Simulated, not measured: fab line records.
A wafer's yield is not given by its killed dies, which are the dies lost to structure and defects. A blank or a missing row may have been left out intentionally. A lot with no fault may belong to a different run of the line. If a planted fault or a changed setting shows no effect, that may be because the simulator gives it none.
fab line records	flow n5_finfet	part 1 of 2: steps 1 to 27 of 36
[record] lots = 5	wafers = 15	last_day = 17
route steps=1938 shown BEOL_M0@723 BEOL_M1@751
lots with no fault: from the same line, run without faults
start_h: start of the lot's first displayed wafer, in hours after the record's first day	wait_h: how many hours have passed since the lot's step before this one	" unchanged from the row above	L1.1+2: several wafers, shown together as one row	- value missing, or start not given	* or withheld: withheld	< > ~ a bound
route shown NAME@n: names a module that has steps shown in the file, with the first one's number in the route	usual: the fault-free wafers' mean and standard deviation	same: alike in all rows	chamber/n: place in a boat	sites: the reading at each site	_std_site: the standard deviation of these	_edge_site: mean of outer sites minus mean of inner sites	radius_mm: for every site, how far away it sits from the centre of the wafer	mask NAME#n: copy n	behind: the last tool/chamber to shape the wafer	hold: why the lot was held/for how many hours/how that ended	device: transistor that didn't switch, given as n, p or np	end of line: at the end of the route, the tests of the same wafers	a step given without rows: its recipe and nothing more	killed: dies that structure and defects cost at the first sort, which is not the same as the wafer's yield	map: a wafer's dies, marking killed ones x, the rest . and places with no die _
set.NAME: the run value of the setting; set.NAME@STEP: its run value at that earlier step	model.NAME: the simulator's own value behind a step, which no gauge read
certain route steps with their lots: each step a table, each wafer a row
services: when a tool's chamber went out of use (start_h, in hours from the record's first day, below 0 if earlier), for how many hours, and the reason
[[steps]]
[step N5_BEOL_M0_OCD_MEAS_108]
[usual] trench_depth_nm = 32.9/0.71
lot.wafer	tool	chamber	start_h	wait_h	trench_depth_nm
L075.2	ocd-02	-	125.05	0.1	32.4
L075.5	"	-	"	"	32.1
L075.6	"	-	"	"	31.7
L077.1	ocd-01	-	136.75	0.1	33.7
L077.3	"	-	"	"	33.6
L077.4	"	-	"	"	32.8
L092.1	ocd-02	-	224.55	0.1	32.9
L092.2	"	-	"	"	32.8
L092.3	"	-	"	"	31.5
L093.1	ocd-02	-	226.13	0.1	32.4
L093.2	"	-	"	"	32.6
L093.6	"	-	"	"	33.0
L096.2	ocd-02	-	252.64	0.1	32.9
L096.4	"	-	"	"	33.3
L096.6	"	-	"	"	32.0
[step N5_BEOL_M0_HM_STRIP_129]
[recipe] chemistry = peroxide_tin_strip	material = TiN	target_depth_a = 170	temp_c = 50	time_s = 108
lot.wafer	tool	chamber	start_h	wait_h
L075.2+5+6	wet_bench-02	6,4,5	125.08	0.0
L077.1+3+4	wet_bench-02	7,2,6	136.78	0.0
L092.1+2+3	wet_bench-02	6,1,2	224.61	0.1
L093.1+2+6	wet_bench-04	0,5,3	226.17	0.0
L096.2+4+6	wet_bench-02	7,2,1	252.67	0.0
[step N5_BEOL_M0_SRD_130]
[recipe] time_s = 30	temp_c = 23	rinse_liquid = diw	dry = ipa_marangoni
lot.wafer	tool	chamber	start_h	wait_h
L075.2+5+6	wet_bench-02	6,4,5	125.11	0.0
L077.1+3+4	wet_bench-02	7,2,6	136.81	0.0
L092.1+2+3	wet_bench-02	6,1,2	224.64	0.0
L093.1+2+6	wet_bench-04	0,5,3	226.20	0.0
L096.2+4+6	wet_bench-02	7,2,1	252.70	0.0
[step N5_BEOL_M0_ETCH_109]
[recipe] chemistry = CH3F/O2	target_depth_a = 80	overetch_a = 24	target = SiCN	time_s = 27.4	ion_energy_ev = 120	pressure_mtorr = 30	source_w = 395	bias_w = 75	Ar_flow_sccm = 150	CH3F_flow_sccm = 30	O2_flow_sccm = 20
[usual] drypump_motor_current_A = 5.6/0.53	oes_product_au = 0.66/0.066	rf_vpp_V = 297.1/1.6	showerhead_plenum_p_Torr = 1.99/0.074	throttle_valve_pct = 16.45/0.18
lot.wafer	tool	chamber	start_h	wait_h	drypump_motor_current_A	oes_product_au	rf_hours_counter_h	rf_vpp_V	showerhead_plenum_p_Torr	throttle_valve_pct
L075.2	rie_diel-04	2	125.16	0.0	4.9	0.61	189	299.1	2.08	16.46
L075.5	"	1	"	"	5.8	0.77	-	298.6	2.05	16.47
L075.6	"	0	"	"	6.0	0.65	-	300.8	2.10	16.42
L077.1	rie_diel-06	3	136.86	0.0	5.1	0.80	2	296.5	1.97	16.07
L077.3	"	1	"	"	5.6	0.62	172	294.3	1.84	16.54
L077.4	"	1	"	"	5.6	0.63	-	293.7	1.84	16.54
L092.1	rie_diel-04	3	224.89	0.2	4.9	0.61	175	296.2	1.92	16.62
L092.2	"	0	"	"	6.1	0.62	148	298.2	2.09	16.47
L092.3	"	1	"	"	5.8	0.71	62	297.4	2.04	16.54
L093.1	rie_diel-04	2	226.24	0.0	4.9	0.59	221	299.7	2.07	16.53
L093.2	"	0	"	"	6.0	0.62	149	299.1	2.09	16.47
L093.6	"	3	"	"	4.9	0.60	-	294.4	1.92	16.63
L096.2	rie_diel-05	0	252.75	0.0	5.8	0.62	210	296.7	1.97	16.66
L096.4	"	2	"	"	6.5	0.65	-	296.5	1.98	16.24
L096.6	"	3	"	"	5.4	0.62	-	296.8	1.99	16.42
[step N5_BEOL_M0_STRIP_139]
[recipe] chemistry = post_etch_residue_remover	time_s = 60	temp_c = 25	remover_ph = withheld	remover_water_wt_pct = withheld	remover_fluoride_wt_pct = withheld
lot.wafer	tool	chamber	start_h	wait_h
L075.2+5+6	wet_bench-04	4,7,5	125.27	0.1
L077.1+3+4	wet_bench-02	4,2,5	136.96	0.1
L092.1+2+3	wet_bench-02	5,1,2	225.00	0.1
L093.1+2+6	wet_bench-01	7,3,6	226.35	0.1
L096.2+4+6	wet_bench-01	1,0,2	252.85	0.1
[step N5_BEOL_M0_SRD_111]
[recipe] time_s = 30	temp_c = 23	rinse_liquid = diw	dry = ipa_marangoni
lot.wafer	tool	chamber	start_h	wait_h
L075.2+5+6	wet_bench-04	4,7,5	125.29	0.0
L077.1+3+4	wet_bench-02	4,2,5	136.98	0.0
L092.1+2+3	wet_bench-02	5,1,2	225.02	0.0
L093.1+2+6	wet_bench-01	7,3,6	226.37	0.0
L096.2+4+6	wet_bench-01	1,0,2	252.87	0.0
[step N5_BEOL_M0_DEGAS_112]
[recipe] ambient = vacuum	temp_c = 250	time_s = 60
[usual] heater_power_w = 347/25
lot.wafer	tool	chamber	start_h	wait_h	heater_power_w
L075.2	pvd_sputter-02	-	125.95	0.6	381
L075.5	"	-	"	"	347
L075.6	"	-	"	"	351
L077.1	pvd_sputter-01	-	137.34	0.3	355
L077.3	"	-	"	"	352
L077.4	"	-	"	"	326
L092.1	pvd_sputter-03	-	225.27	0.2	334
L092.2	"	-	"	"	336
L092.3	"	-	"	"	405
L093.1	pvd_sputter-03	-	228.07	1.7	316
L093.2	"	-	"	"	407
L093.6	"	-	"	"	334
L096.2	pvd_sputter-02	-	253.10	0.2	353
L096.4	"	-	"	"	345
L096.6	"	-	"	"	347
[step N5_BEOL_M0_PRE_CLEAN_113]
[recipe] gas = H2/He	time_s = 30	temp_c = 250
[usual] heater_power_w = 347/24
lot.wafer	tool	chamber	start_h	wait_h	heater_power_w
L075.2	pvd_sputter-02	-	125.99	0.0	379
L075.5	"	-	"	"	346
L075.6	"	-	"	"	340
L077.1	pvd_sputter-01	-	137.38	0.0	357
L077.3	"	-	"	"	339
L077.4	"	-	"	"	321
L092.1	pvd_sputter-03	-	225.31	0.0	323
L092.2	"	-	"	"	335
L092.3	"	-	"	"	413
L093.1	pvd_sputter-03	-	228.11	0.0	325
L093.2	"	-	"	"	395
L093.6	"	-	"	"	340
L096.2	pvd_sputter-02	-	253.14	0.0	353
L096.4	"	-	"	"	351
L096.6	"	-	"	"	356
[step N5_BEOL_M0_ALD_136]
[recipe] material = TaN	target_thk_a = *	temp_c = 275	ald_precursor_family = PDMAT	ald_co_reactant = NH3	pressure_torr = 3	carrier_flow_sccm = 1500	pulse_time_s = 2	purge_time_s = 3	co_reactant_purge_time_s = 2	co_reactant_pulse_time_s = 3	ald_cycles = 30	precursor_vessel_temp_c = 75	precursor_vessel_pressure_torr = 26.25	precursor_vessel_carrier_sccm = 1000
[usual] heater_power_w = 425/54
[same] co_reactant_purge_time_s = 2
lot.wafer	tool	chamber	start_h	wait_h	heater_power_w
L075.2	ald_metal-02	0	126.05	0.0	383
L075.5	"	3	"	"	468
L075.6	"	0	"	"	376
L077.1	ald_metal-01	2	137.46	0.1	423
L077.3	"	3	"	"	451
L077.4	"	0	"	"	415
L092.1	ald_metal-03	1	225.54	0.2	473
L092.2	"	3	"	"	353
L092.3	"	2	"	"	432
L093.1	ald_metal-03	0	228.17	0.0	507
L093.2	"	1	"	"	472
L093.6	"	2	"	"	430
L096.2	ald_metal-01	2	253.43	0.3	435
L096.4	"	3	"	"	435
L096.6	"	2	"	"	430
[step N5_BEOL_M0_SURFACE_TREAT_137]
[recipe] gas = Ar	time_s = *	ion_energy_ev = *	ion_current_ma_cm2 = 0.5	pressure_mtorr = *	ar_flow_sccm = 30
[usual] throttle_valve_pct = *
lot.wafer	tool	chamber	start_h	wait_h	throttle_valve_pct
L075.2	pvd_sputter-01	-	126.34	0.2	*
L075.5	"	-	"	"	*
L075.6	"	-	"	"	*
L077.1	pvd_sputter-01	-	137.98	0.4	*
L077.3	"	-	"	"	*
L077.4	"	-	"	"	*
L092.1	pvd_sputter-02	-	225.77	0.1	*
L092.2	"	-	"	"	*
L092.3	"	-	"	"	*
L093.1	pvd_sputter-03	-	228.41	0.1	*
L093.2	"	-	"	"	*
L093.6	"	-	"	"	*
L096.2	pvd_sputter-03	-	255.18	1.7	*
L096.4	"	-	"	"	*
L096.6	"	-	"	"	*
[step N5_BEOL_M0_CVD_115]
[recipe] material = Co	target_thk_a = *	temp_c = withheld	precursor = CCTBA/H2	pressure_torr = 30	time_s = 120
lot.wafer	tool	chamber	start_h	wait_h
L075.2+5+6	cvd_co-02	2,2,1	126.46	0.1
L077.1+3+4	cvd_co-01	0,2,2	138.30	0.3
L092.1+2+3	cvd_co-01	0,2,1	226.06	0.3
L093.1+2+6	cvd_co-01	0,2,0	228.47	0.0
L096.2+4+6	cvd_co-02	1,2,1	255.24	0.0
[step N5_BEOL_M0_SPUTTER_116]
[recipe] material = Cu	target_thk_a = 40	temp_c = -20	chamber_pressure_pa = 0.07	power_w = withheld	time_s = 7.37
[usual] throttle_valve_pct = 30.4/1
lot.wafer	tool	chamber	start_h	wait_h	throttle_valve_pct
L075.2	pvd_sputter-02	-	126.58	0.1	30.3
L075.5	"	-	"	"	29.9
L075.6	"	-	"	"	30.4
L077.1	pvd_sputter-02	-	138.45	0.1	31.2
L077.3	"	-	"	"	29.9
L077.4	"	-	"	"	30.2
L092.1	pvd_sputter-03	-	227.63	1.5	31.3
L092.2	"	-	"	"	28.7
L092.3	"	-	"	"	30.5
L093.1	pvd_sputter-02	-	228.63	0.1	30.0
L093.2	"	-	"	"	30.2
L093.6	"	-	"	"	30.3
L096.2	pvd_sputter-03	-	255.54	0.3	30.4
L096.4	"	-	"	"	28.7
L096.6	"	-	"	"	31.0
[step N5_BEOL_M0_ANNEAL_117]
[recipe] temp_c = 400	time_s = 60	ambient = vacuum
[usual] heater_power_w = 870/57
lot.wafer	tool	chamber	start_h	wait_h	heater_power_w
L075.2	pvd_sputter-02	-	126.66	0.0	897
L075.5	"	-	"	"	949
L075.6	"	-	"	"	837
L077.1	pvd_sputter-02	-	138.53	0.0	877
L077.3	"	-	"	"	959
L077.4	"	-	"	"	914
L092.1	pvd_sputter-03	-	227.71	0.0	806
L092.2	"	-	"	"	830
L092.3	"	-	"	"	846
L093.1	pvd_sputter-02	-	228.71	0.0	926
L093.2	"	-	"	"	888
L093.6	"	-	"	"	906
L096.2	pvd_sputter-03	-	255.62	0.0	843
L096.4	"	-	"	"	846
L096.6	"	-	"	"	810
[step N5_BEOL_M0_SPUTTER_132]
[recipe] material = Cu	target_thk_a = 40	temp_c = -20	chamber_pressure_pa = 0.07	power_w = withheld	time_s = 7.37
[usual] throttle_valve_pct = 30.3/1
lot.wafer	tool	chamber	start_h	wait_h	throttle_valve_pct
L075.2	pvd_sputter-02	-	126.70	0.0	30.1
L075.5	"	-	"	"	29.6
L075.6	"	-	"	"	30.3
L077.1	pvd_sputter-02	-	138.57	0.0	31.1
L077.3	"	-	"	"	29.9
L077.4	"	-	"	"	30.2
L092.1	pvd_sputter-03	-	227.75	0.0	31.3
L092.2	"	-	"	"	28.7
L092.3	"	-	"	"	30.5
L093.1	pvd_sputter-02	-	228.75	0.0	29.9
L093.2	"	-	"	"	30.4
L093.6	"	-	"	"	30.5
L096.2	pvd_sputter-03	-	255.66	0.0	30.4
L096.4	"	-	"	"	28.4
L096.6	"	-	"	"	31.3
[step N5_BEOL_M0_ANNEAL_133]
[recipe] temp_c = 400	time_s = 60	ambient = vacuum
[usual] heater_power_w = 872/56
lot.wafer	tool	chamber	start_h	wait_h	heater_power_w
L075.2	pvd_sputter-02	-	126.78	0.0	870
L075.5	"	-	"	"	933
L075.6	"	-	"	"	870
L077.1	pvd_sputter-02	-	138.65	0.0	871
L077.3	"	-	"	"	952
L077.4	"	-	"	"	896
L092.1	pvd_sputter-03	-	227.83	0.0	823
L092.2	"	-	"	"	856
L092.3	"	-	"	"	863
L093.1	pvd_sputter-02	-	228.83	0.0	934
L093.2	"	-	"	"	875
L093.6	"	-	"	"	885
L096.2	pvd_sputter-03	-	255.74	0.0	861
L096.4	"	-	"	"	849
L096.6	"	-	"	"	833
[step N5_BEOL_M0_SPUTTER_134]
[recipe] material = Cu	target_thk_a = 40	temp_c = -20	chamber_pressure_pa = 0.07	power_w = withheld	time_s = 7.37
[usual] throttle_valve_pct = 30.3/1
lot.wafer	tool	chamber	start_h	wait_h	throttle_valve_pct
L075.2	pvd_sputter-02	-	126.82	0.0	30.4
L075.5	"	-	"	"	29.7
L075.6	"	-	"	"	30.5
L077.1	pvd_sputter-02	-	138.69	0.0	30.9
L077.3	"	-	"	"	30.0
L077.4	"	-	"	"	30.2
L092.1	pvd_sputter-03	-	227.87	0.0	31.2
L092.2	"	-	"	"	28.7
L092.3	"	-	"	"	30.5
L093.1	pvd_sputter-02	-	228.87	0.0	29.9
L093.2	"	-	"	"	30.7
L093.6	"	-	"	"	30.3
L096.2	pvd_sputter-03	-	255.78	0.0	30.4
L096.4	"	-	"	"	28.9
L096.6	"	-	"	"	31.1
[step N5_BEOL_M0_ANNEAL_135]
[recipe] temp_c = 400	time_s = 60	ambient = vacuum
[usual] heater_power_w = 869/57
lot.wafer	tool	chamber	start_h	wait_h	heater_power_w
L075.2	pvd_sputter-02	-	126.90	0.0	892
L075.5	"	-	"	"	944
L075.6	"	-	"	"	848
L077.1	pvd_sputter-02	-	138.77	0.0	873
L077.3	"	-	"	"	945
L077.4	"	-	"	"	862
L092.1	pvd_sputter-03	-	227.95	0.0	803
L092.2	"	-	"	"	836
L092.3	"	-	"	"	849
L093.1	pvd_sputter-02	-	228.95	0.0	939
L093.2	"	-	"	"	847
L093.6	"	-	"	"	880
L096.2	pvd_sputter-03	-	255.86	0.0	848
L096.4	"	-	"	"	830
L096.6	"	-	"	"	809
[step N5_BEOL_M0_SPUTTER_141]
[recipe] material = Cu	target_thk_a = 40	temp_c = -20	chamber_pressure_pa = 0.07	power_w = withheld	time_s = 7.37
[usual] throttle_valve_pct = 30.3/1
lot.wafer	tool	chamber	start_h	wait_h	throttle_valve_pct
L075.2	pvd_sputter-02	-	126.94	0.0	30.3
L075.5	"	-	"	"	29.7
L075.6	"	-	"	"	30.2
L077.1	pvd_sputter-02	-	138.81	0.0	30.9
L077.3	"	-	"	"	29.7
L077.4	"	-	"	"	30.5
L092.1	pvd_sputter-03	-	227.99	0.0	31.0
L092.2	"	-	"	"	28.6
L092.3	"	-	"	"	30.6
L093.1	pvd_sputter-02	-	228.99	0.0	29.7
L093.2	"	-	"	"	30.5
L093.6	"	-	"	"	30.5
L096.2	pvd_sputter-03	-	255.90	0.0	30.5
L096.4	"	-	"	"	28.5
L096.6	"	-	"	"	31.2
[step N5_BEOL_M0_ECD_118]
[recipe] material = Cu	target_thk_a = 3000
lot.wafer	tool	chamber	start_h	wait_h
L075.2+5+6	ecd_cu-01	1,1,0	127.05	0.1
L077.1+3+4	ecd_cu-01	0,1,0	138.92	0.1
L092.1+2+3	ecd_cu-01	0,1,0	228.11	0.1
L093.1+2+6	ecd_cu-01	1,0,1	229.11	0.1
L096.2+4+6	ecd_cu-02	0,1,1	256.02	0.1
[step N5_BEOL_M0_ANNEAL_119]
[recipe] temp_c = 225	time_s = 90	ambient = N2
[usual] wafer_temp_C_max = 225.88/0.24
lot.wafer	tool	chamber	start_h	wait_h	wafer_temp_C_max
L075.2	rtp_anneal-01	0	127.34	0.3	226.08
L075.5	"	0	"	"	225.77
L075.6	"	0	"	"	225.63
L077.1	rtp_anneal-02	0	139.00	0.1	225.78
L077.3	"	0	"	"	226.14
L077.4	"	0	"	"	225.56
L092.1	rtp_anneal-02	0	228.18	0.1	226.07
L092.2	"	0	"	"	225.88
L092.3	"	0	"	"	225.74
L093.1	rtp_anneal-01	0	229.19	0.1	225.61
L093.2	"	0	"	"	226.30
L093.6	"	0	"	"	225.68
L096.2	rtp_anneal-01	0	256.14	0.1	225.93
L096.4	"	0	"	"	225.65
L096.6	"	0	"	"	225.88
[step N5_BEOL_M0_CMP_120]
[recipe] stop_on = SiOC	t_overpolish_s = 6.9	down_force_psi = 1	platen_rpm = 50	clearing_platen_down_force_psi = 1.5	clearing_platen_rpm = 50	post_cmp_clean = cu_alkaline	clearing_platen_pad_velocity_m_s = 0.99484	pad_velocity_m_s = 0.99484
[usual] barrier_field_endpoint_s = 3.63/0.12	motor_current_A = 6.2/0.49	overpolish_run_s = 6.899/0.0092	time_to_endpoint_s = 62.7/2.8
lot.wafer	tool	chamber	start_h	wait_h	barrier_field_endpoint_s	motor_current_A	overpolish_run_s	time_to_endpoint_s
L075.2	cmp-01	2	127.67	0.3	3.51	6.6	6.905	63.6
L075.6	"	0	"	"	3.73	5.5	6.901	65.5
L075.5	"	1	"	"	3.60	6.2	6.884	63.3
L077.4	cmp-01	3	139.48	0.3	3.49	5.7	6.894	59.0
L077.1	"	0	"	"	3.62	5.4	6.890	63.8
L077.3	"	1	"	"	3.70	6.2	6.904	62.7
L092.1	cmp-04	1	228.48	0.3	3.85	6.5	6.905	62.9
L092.2	"	3	"	"	3.70	6.0	6.899	62.9
L092.3	"	0	"	"	3.68	5.4	6.905	61.2
L093.1	cmp-01	2	229.76	0.5	3.61	6.8	6.887	65.0
L093.2	"	1	"	"	3.54	6.2	6.900	63.8
L093.6	"	2	"	"	3.61	6.9	6.900	65.4
L096.4	cmp-01	1	256.40	0.1	3.72	6.3	6.901	65.0
L096.2	"	0	"	"	3.61	5.6	6.896	63.2
L096.6	"	2	"	"	3.58	7.0	6.893	66.7
[step N5_BEOL_M0_PRE_CLEAN_131]
[recipe] gas = NH3/H2	time_s = 15	temp_c = *	rf_power_w = 300
[usual] heater_power_w = 83/22
lot.wafer	tool	chamber	start_h	wait_h	heater_power_w
L075.2	cvd_co-02	0	127.99	0.1	58
L075.5	"	2	"	"	100
L075.6	"	1	"	"	79
L077.1	cvd_co-01	0	140.01	0.3	70
L077.3	"	1	"	"	66
L077.4	"	2	"	"	116
L092.1	cvd_co-01	1	228.81	0.0	66
L092.2	"	2	"	"	117
L092.3	"	0	"	"	71
L093.1	cvd_co-02	2	230.09	0.0	105
L093.2	"	1	"	"	80
L093.6	"	2	"	"	104
L096.2	cvd_co-01	0	256.73	0.0	70
L096.4	"	1	"	"	68
L096.6	"	2	"	"	116
[step N5_BEOL_M0_CO_CAP_123]
[recipe] material = Co	target_thk_a = 20	temp_c = 200	precursor = CCTBA/H2	pressure_torr = 30	time_s = 102.1
[usual] heater_power_w = 233/27
lot.wafer	tool	chamber	start_h	wait_h	heater_power_w
L075.2	cvd_co-02	0	128.03	0.0	201
L075.5	"	2	"	"	255
L075.6	"	1	"	"	234
L077.1	cvd_co-01	0	140.05	0.0	223
L077.3	"	1	"	"	212
L077.4	"	2	"	"	279
L092.1	cvd_co-01	1	228.85	0.0	219
L092.2	"	2	"	"	273
L092.3	"	0	"	"	216
L093.1	cvd_co-02	2	230.13	0.0	265
L093.2	"	1	"	"	231
L093.6	"	2	"	"	261
L096.2	cvd_co-01	0	256.77	0.0	221
L096.4	"	1	"	"	208
L096.6	"	2	"	"	277
[step N5_BEOL_M0_PRE_CLEAN_124]
[recipe] gas = NH3	time_s = 15	temp_c = withheld	rf_power_w = 300
lot.wafer	tool	chamber	start_h	wait_h
L075.2+5+6	pecvd-04	1,1,0	128.12	0.1
L077.1+3+4	pecvd-02	0,2,1	140.14	0.1
L092.1+2+3	pecvd-01	2,0,1	228.94	0.1
L093.1+2+6	pecvd-04	1,0,0	230.22	0.1
L096.2+4+6	pecvd-01	0,0,1	256.86	0.1
[step N5_BEOL_M0_DEP_125]
[recipe] material = SiCN	target_thk_a = 80	temp_c = withheld	precursor = 3MS/NH3	pressure_torr = 3	rf_w = 202	time_s = 14
[usual] showerhead_plenum_p_Torr = 3.665/0.01	showerhead_vpp_V = 875/39	throttle_valve_pct = 9.2/0.6
lot.wafer	tool	chamber	start_h	wait_h	showerhead_plenum_p_Torr	showerhead_vpp_V	throttle_valve_pct
L075.2	pecvd-04	1	128.14	0.0	3.676	890	9.6
L075.5	"	1	"	"	3.668	885	9.9
L075.6	"	0	"	"	3.677	894	9.7
L077.1	pecvd-02	0	140.17	0.0	3.661	854	9.3
L077.3	"	2	"	"	3.672	905	9.1
L077.4	"	1	"	"	3.656	877	8.5
L092.1	pecvd-01	2	228.97	0.0	3.651	936	8.6
L092.2	"	0	"	"	3.653	819	9.0
L092.3	"	1	"	"	3.665	827	10.5
L093.1	pecvd-04	1	230.26	0.0	3.674	875	9.8
L093.2	"	0	"	"	3.675	901	9.7
L093.6	"	0	"	"	3.669	903	10.0
L096.2	pecvd-01	0	256.88	0.0	3.655	821	8.8
L096.4	"	0	"	"	3.646	834	8.9
L096.6	"	1	"	"	3.661	837	10.0
[step N5_BEOL_M0_RS_MEAS_126]
[recipe] thk_meas_gauge = four-point-probe	reads = Co_of_BEOL_M0_CO_CAP_123+Cu_of_BEOL_M0_ECD_118+Co_of_BEOL_M0_CVD_115+TaN_of_BEOL_M0_ALD_136
[usual] M0_RS = 0.537/0.017
lot.wafer	tool	chamber	start_h	wait_h	M0_RS[ohm/sq]
L075.2	film_metro-01	-	128.21	0.1	0.529
L075.5	"	-	"	"	0.524
L075.6	"	-	"	"	0.521
L077.1	film_metro-01	-	140.23	0.0	0.544
L077.3	"	-	"	"	0.537
L077.4	"	-	"	"	0.531
L092.1	film_metro-02	-	229.04	0.0	0.546
L092.2	"	-	"	"	0.564
L092.3	"	-	"	"	0.579
L093.1	film_metro-02	-	230.34	0.1	0.561
L093.2	"	-	"	"	0.543
L093.6	"	-	"	"	0.523
L096.2	film_metro-01	-	256.95	0.1	0.517
L096.4	"	-	"	"	0.513
L096.6	"	-	"	"	0.488
[step N5_BEOL_M0_INSPECT_127]
[recipe] inspect_instrument = darkfield	mode = post_dep
[usual] raw_defect_count = 67/24
lot.wafer	tool	chamber	start_h	wait_h	raw_defect_count
L075.2	defect_inspect-02	-	128.24	0.0	172
L075.5	"	-	"	"	150
L075.6	"	-	"	"	102
L077.1	defect_inspect-01	-	140.26	0.0	89
L077.3	"	-	"	"	42
L077.4	"	-	"	"	71
L092.1	defect_inspect-01	-	229.06	0.0	53
L092.2	"	-	"	"	44
L092.3	"	-	"	"	40
L093.1	defect_inspect-02	-	230.37	0.0	57
L093.2	"	-	"	"	44
L093.6	"	-	"	"	37
L096.2	defect_inspect-01	-	256.98	0.0	102
L096.4	"	-	"	"	73
L096.6	"	-	"	"	95
